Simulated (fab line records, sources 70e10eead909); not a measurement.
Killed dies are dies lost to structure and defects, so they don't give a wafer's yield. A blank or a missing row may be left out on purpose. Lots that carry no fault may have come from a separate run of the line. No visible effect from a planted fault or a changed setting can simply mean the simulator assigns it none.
Which of the tools did it? / flow nandHarc / 14 lots with 42 wafers sampled at 6 steps, on a route of 1302 steps

WHAT EACH GAUGE READ, for each wafer
NHARC_A_M0_THK_MEAS_24: measures by xrf.
lot=L662; measured=day 23 16:03; on=filmMetro-02; thkNm (nm)=29.8 29.7 30.1
lot=L665; measured=day 25 00:32; on=filmMetro-01; thkNm (nm)=30.0 28.9 28.8
lot=L669; measured=day 27 02:38; on=filmMetro-01; thkNm (nm)=112.1 113.6 114.2
lot=L671; measured=day 27 14:16; on=filmMetro-01; thkNm (nm)=113.2 111.0 113.6
lot=L673; measured=day 27 19:56; on=filmMetro-02; thkNm (nm)=113.1 114.6 114.9
lot=L672; measured=day 28 00:30; on=filmMetro-01; thkNm (nm)=113.6 113.3 113.1
lot=L676; measured=day 29 03:55; on=filmMetro-02; thkNm (nm)=111.4 113.7 112.4
lot=L675; measured=day 29 05:46; on=filmMetro-02; thkNm (nm)=112.5 112.6 112.4
lot=L679; measured=day 30 17:25; on=filmMetro-02; thkNm (nm)=111.5 114.5 115.9
lot=L681; measured=day 31 10:07; on=filmMetro-02; thkNm (nm)=113.2 115.6 114.5
lot=L680; measured=day 31 20:07; on=filmMetro-02; thkNm (nm)=114.9 112.1 112.1
lot=L683; measured=day 31 23:23; on=filmMetro-01; thkNm (nm)=114.8 115.6 113.0
lot=L682; measured=day 32 01:25; on=filmMetro-01; thkNm (nm)=115.5 116.7 113.9
lot=L684; measured=day 33 00:16; on=filmMetro-01; thkNm (nm)=115.0 114.6 115.0

NHARC_A_M0_INSPECT_27.
lot=L662; measured=day 23 16:12; on=defectInspect-02; rawDefectCount=516 415 453
lot=L665; measured=day 25 00:41; on=defectInspect-02; rawDefectCount=496 558 509
lot=L669; measured=day 27 02:47; on=defectInspect-01; rawDefectCount=441 432 507
lot=L671; measured=day 27 14:25; on=defectInspect-02; rawDefectCount=647 432 539
lot=L673; measured=day 27 20:05; on=defectInspect-01; rawDefectCount=492 611 645
lot=L672; measured=day 28 00:39; on=defectInspect-02; rawDefectCount=632 573 463
lot=L676; measured=day 29 04:05; on=defectInspect-01; rawDefectCount=782 502 468
lot=L675; measured=day 29 05:55; on=defectInspect-01; rawDefectCount=409 439 557
lot=L679; measured=day 30 17:35; on=defectInspect-02; rawDefectCount=773 659 626
lot=L681; measured=day 31 10:16; on=defectInspect-02; rawDefectCount=395 402 428
lot=L680; measured=day 31 20:16; on=defectInspect-01; rawDefectCount=665 588 699
lot=L683; measured=day 31 23:32; on=defectInspect-02; rawDefectCount=414 407 439
lot=L682; measured=day 32 01:34; on=defectInspect-02; rawDefectCount=514 410 519
lot=L684; measured=day 33 00:26; on=defectInspect-02; rawDefectCount=739 752 556

WHAT TOOL EACH LOT RAN ON (gives the tool, then ch and the chambers of the sampled wafers, and finally the start)
lot=L662; NHARC_A_M0_PRE_CLEAN_29=pvdSputter-03, day 23 15:06 or earlier; NHARC_A_M0_ECD_22=ecdCu-02 ch 0,1, day 23 15:06; NHARC_A_M0_ANNEAL_30=rtpAnneal-01 ch 0, day 23 15:29; NHARC_A_M0_CMP_23=cmp-02 ch 0,2,3, day 23 15:49
lot=L665; NHARC_A_M0_PRE_CLEAN_29=pvdSputter-01, day 24 23:30 or earlier; NHARC_A_M0_ECD_22=ecdCu-01 ch 0,1, day 24 23:30; NHARC_A_M0_ANNEAL_30=rtpAnneal-01 ch 0, day 24 23:52; NHARC_A_M0_CMP_23=cmp-04 ch 1,2,3, day 25 00:14
lot=L669; NHARC_A_M0_PRE_CLEAN_29=pvdSputter-01, day 27 01:35 or earlier; NHARC_A_M0_ECD_22=ecdCu-02 ch 1, day 27 01:35; NHARC_A_M0_ANNEAL_30=rtpAnneal-02 ch 0, day 27 01:58; NHARC_A_M0_CMP_23=cmp-03 ch 0,2,3, day 27 02:20
lot=L671; NHARC_A_M0_PRE_CLEAN_29=pvdSputter-02, day 27 13:13 or earlier; NHARC_A_M0_ECD_22=ecdCu-02 ch 0,1, day 27 13:13; NHARC_A_M0_ANNEAL_30=rtpAnneal-02 ch 0, day 27 13:39; NHARC_A_M0_CMP_23=cmp-04 ch 0,2,3, day 27 14:00
lot=L673; NHARC_A_M0_PRE_CLEAN_29=pvdSputter-03, day 27 18:53 or earlier; NHARC_A_M0_ECD_22=ecdCu-01 ch 0,1, day 27 18:53; NHARC_A_M0_ANNEAL_30=rtpAnneal-01 ch 0, day 27 19:16; NHARC_A_M0_CMP_23=cmp-03 ch 0,2,3, day 27 19:40
lot=L672; NHARC_A_M0_PRE_CLEAN_29=pvdSputter-03, day 27 23:28 or earlier; NHARC_A_M0_ECD_22=ecdCu-02 ch 0,1, day 27 23:28; NHARC_A_M0_ANNEAL_30=rtpAnneal-02 ch 0, day 27 23:50; NHARC_A_M0_CMP_23=cmp-03 ch 1,2,3, day 28 00:11
lot=L676; NHARC_A_M0_PRE_CLEAN_29=pvdSputter-01, day 29 02:58 or earlier; NHARC_A_M0_ECD_22=ecdCu-01 ch 0,1, day 29 02:58; NHARC_A_M0_ANNEAL_30=rtpAnneal-01 ch 0, day 29 03:21; NHARC_A_M0_CMP_23=cmp-03 ch 0,2, day 29 03:38
lot=L675; NHARC_A_M0_PRE_CLEAN_29=pvdSputter-02, day 29 04:52 or earlier; NHARC_A_M0_ECD_22=ecdCu-01 ch 0,1, day 29 04:52; NHARC_A_M0_ANNEAL_30=rtpAnneal-02 ch 0, day 29 05:15; NHARC_A_M0_CMP_23=cmp-03 ch 2,3, day 29 05:28
lot=L679; NHARC_A_M0_PRE_CLEAN_29=pvdSputter-01, day 30 16:23 or earlier; NHARC_A_M0_ECD_22=ecdCu-01 ch 0,1, day 30 16:23; NHARC_A_M0_ANNEAL_30=rtpAnneal-01 ch 0, day 30 16:46; NHARC_A_M0_CMP_23=cmp-02 ch 1,3, day 30 17:08
lot=L681; NHARC_A_M0_PRE_CLEAN_29=pvdSputter-02, day 31 09:04 or earlier; NHARC_A_M0_ECD_22=ecdCu-02 ch 0, day 31 09:04; NHARC_A_M0_ANNEAL_30=rtpAnneal-01 ch 0, day 31 09:29; NHARC_A_M0_CMP_23=cmp-04 ch 0,1,2, day 31 09:47
lot=L680; NHARC_A_M0_PRE_CLEAN_29=pvdSputter-02, day 31 19:07 or earlier; NHARC_A_M0_ECD_22=ecdCu-02 ch 0,1, day 31 19:07; NHARC_A_M0_ANNEAL_30=rtpAnneal-02 ch 0, day 31 19:30; NHARC_A_M0_CMP_23=cmp-04 ch 0,1,2, day 31 19:48
lot=L683; NHARC_A_M0_PRE_CLEAN_29=pvdSputter-01, day 31 22:18 or earlier; NHARC_A_M0_ECD_22=ecdCu-02 ch 0,1, day 31 22:18; NHARC_A_M0_ANNEAL_30=rtpAnneal-02 ch 0, day 31 22:47; NHARC_A_M0_CMP_23=cmp-02 ch 1,2,3, day 31 23:07
lot=L682; NHARC_A_M0_PRE_CLEAN_29=pvdSputter-03, day 32 00:23 or earlier; NHARC_A_M0_ECD_22=ecdCu-02 ch 0,1, day 32 00:23; NHARC_A_M0_ANNEAL_30=rtpAnneal-01 ch 0, day 32 00:45; NHARC_A_M0_CMP_23=cmp-04 ch 2,3, day 32 01:06
lot=L684; NHARC_A_M0_PRE_CLEAN_29=pvdSputter-02, day 32 23:14 or earlier; NHARC_A_M0_ECD_22=ecdCu-01 ch 0,1, day 32 23:14; NHARC_A_M0_ANNEAL_30=rtpAnneal-01 ch 0, day 32 23:36; NHARC_A_M0_CMP_23=cmp-03 ch 0,1,3, day 32 23:59
- NHARC_A_M0_PRE_CLEAN_29: time 30 s.
- NHARC_A_M0_ECD_22: material Cu, target thk 400 nm.
- NHARC_A_M0_ANNEAL_30: time 90 s.
- NHARC_A_M0_CMP_23: polishes, t overpolish 20 s, target thk 113.75 nm.

AS READ BY THE TOOLS THEMSELVES (means over the sampled wafers that have a number; for cases with no such wafer, the mark the record gives instead)
NHARC_A_M0_PRE_CLEAN_29.
lot=L662; tool=pvdSputter-03; heaterPowerW (W)=426
lot=L665; tool=pvdSputter-01; heaterPowerW (W)=425
lot=L669; tool=pvdSputter-01; heaterPowerW (W)=419
lot=L671; tool=pvdSputter-02; heaterPowerW (W)=395
lot=L673; tool=pvdSputter-03; heaterPowerW (W)=404
lot=L672; tool=pvdSputter-03; heaterPowerW (W)=409
lot=L676; tool=pvdSputter-01; heaterPowerW (W)=422
lot=L675; tool=pvdSputter-02; heaterPowerW (W)=434
lot=L679; tool=pvdSputter-01; heaterPowerW (W)=411
lot=L681; tool=pvdSputter-02; heaterPowerW (W)=422
lot=L680; tool=pvdSputter-02; heaterPowerW (W)=426
lot=L683; tool=pvdSputter-01; heaterPowerW (W)=383
lot=L682; tool=pvdSputter-03; heaterPowerW (W)=416
lot=L684; tool=pvdSputter-02; heaterPowerW (W)=437

NHARC_A_M0_ECD_22.
lot=L662; tool=ecdCu-02; bathHeatDutyPct (%)=-; bathTempC (C)=-
lot=L665; tool=ecdCu-01; bathHeatDutyPct (%)=-; bathTempC (C)=-
lot=L669; tool=ecdCu-02; bathHeatDutyPct (%)=6.2; bathTempC (C)=24.96
lot=L671; tool=ecdCu-02; bathHeatDutyPct (%)=5.9; bathTempC (C)=24.85
lot=L673; tool=ecdCu-01; bathHeatDutyPct (%)=6.3; bathTempC (C)=24.91
lot=L672; tool=ecdCu-02; bathHeatDutyPct (%)=6.2; bathTempC (C)=24.88
lot=L676; tool=ecdCu-01; bathHeatDutyPct (%)=5.8; bathTempC (C)=24.95
lot=L675; tool=ecdCu-01; bathHeatDutyPct (%)=6.1; bathTempC (C)=24.99
lot=L679; tool=ecdCu-01; bathHeatDutyPct (%)=6.0; bathTempC (C)=25.03
lot=L681; tool=ecdCu-02; bathHeatDutyPct (%)=5.7; bathTempC (C)=24.91
lot=L680; tool=ecdCu-02; bathHeatDutyPct (%)=5.8; bathTempC (C)=25.01
lot=L683; tool=ecdCu-02; bathHeatDutyPct (%)=6.5; bathTempC (C)=24.94
lot=L682; tool=ecdCu-02; bathHeatDutyPct (%)=6.3; bathTempC (C)=24.95
lot=L684; tool=ecdCu-01; bathHeatDutyPct (%)=5.4; bathTempC (C)=24.99

NHARC_A_M0_ANNEAL_30.
lot=L662 tool=rtpAnneal-01 wafer_temp_C_max=226.2
lot=L665 tool=rtpAnneal-01 wafer_temp_C_max=226.4
lot=L669 tool=rtpAnneal-02 wafer_temp_C_max=225.7
lot=L671 tool=rtpAnneal-02 wafer_temp_C_max=225.9
lot=L673 tool=rtpAnneal-01 wafer_temp_C_max=226.5
lot=L672 tool=rtpAnneal-02 wafer_temp_C_max=226.2
lot=L676 tool=rtpAnneal-01 wafer_temp_C_max=226.1
lot=L675 tool=rtpAnneal-02 wafer_temp_C_max=225.9
lot=L679 tool=rtpAnneal-01 wafer_temp_C_max=226.2
lot=L681 tool=rtpAnneal-01 wafer_temp_C_max=226.2
lot=L680 tool=rtpAnneal-02 wafer_temp_C_max=225.7
lot=L683 tool=rtpAnneal-02 wafer_temp_C_max=225.6
lot=L682 tool=rtpAnneal-01 wafer_temp_C_max=226.6
lot=L684 tool=rtpAnneal-01 wafer_temp_C_max=226.5

NHARC_A_M0_CMP_23.
lot=L662; tool=cmp-02; motorCurrentA (A)=11.7; timeToEndpointS (s)=1.8
lot=L665; tool=cmp-04; motorCurrentA (A)=13.0; timeToEndpointS (s)=0.6
lot=L669; tool=cmp-03; motorCurrentA (A)=12.3; timeToEndpointS (s)=28.3
lot=L671; tool=cmp-04; motorCurrentA (A)=12.3; timeToEndpointS (s)=28.4
lot=L673; tool=cmp-03; motorCurrentA (A)=11.9; timeToEndpointS (s)=27.6
lot=L672; tool=cmp-03; motorCurrentA (A)=12.9; timeToEndpointS (s)=27.5
lot=L676; tool=cmp-03; motorCurrentA (A)=12.9; timeToEndpointS (s)=25.7
lot=L675; tool=cmp-03; motorCurrentA (A)=12.2; timeToEndpointS (s)=26.8
lot=L679; tool=cmp-02; motorCurrentA (A)=10.8; timeToEndpointS (s)=33.1
lot=L681; tool=cmp-04; motorCurrentA (A)=12.6; timeToEndpointS (s)=29.4
lot=L680; tool=cmp-04; motorCurrentA (A)=12.9; timeToEndpointS (s)=26.7
lot=L683; tool=cmp-02; motorCurrentA (A)=11.3; timeToEndpointS (s)=28.8
lot=L682; tool=cmp-04; motorCurrentA (A)=12.3; timeToEndpointS (s)=25.6
lot=L684; tool=cmp-03; motorCurrentA (A)=11.6; timeToEndpointS (s)=29.7

THE ANSWER, worked out from the rows above alone
Rule: usual is defined by the lots themselves. Put in order of their means at a reading, lots are off if they are a third of the lots or fewer, leave a main group of 4 or more, and stand apart from it by a gap of 3 or more times the standard deviation of the main group's means; of several such gaps the widest counts. If all means in a main group match to the digits the tables above print for the reading, that group is not used. Also off: a lot with no number at a reading for which 4 or more lots have one. Any other lot the step has rows for is counted as sound. Order of review: gauges by route order, followed by the tools' own readings, for which a lot's mean as printed above is used. At the first step where some lot is off, the reading lying furthest off is the one used; lots without a number count as furthest.
Off at NHARC_A_M0_THK_MEAS_24 (thkNm): L662, L665. For the main group the mean is 113.7 nm and the standard deviation 0.93.
A tool fits if, at a process step before that reading, it ran every lot that is off, and no sound lot after the first of them. The gauges at NHARC_A_M0_THK_MEAS_24 aren't tried: what is off there is off at NHARC_A_M0_ECD_22 too, on other tools, and a gauge's error can't cause that. NHARC_A_M0_PRE_CLEAN_29 gives no start for some lots, so the hours and the order of its lots are those of NHARC_A_M0_ECD_22. None of those tried fits.

WHAT HAD BEEN PUT IN BY THE SIMULATOR
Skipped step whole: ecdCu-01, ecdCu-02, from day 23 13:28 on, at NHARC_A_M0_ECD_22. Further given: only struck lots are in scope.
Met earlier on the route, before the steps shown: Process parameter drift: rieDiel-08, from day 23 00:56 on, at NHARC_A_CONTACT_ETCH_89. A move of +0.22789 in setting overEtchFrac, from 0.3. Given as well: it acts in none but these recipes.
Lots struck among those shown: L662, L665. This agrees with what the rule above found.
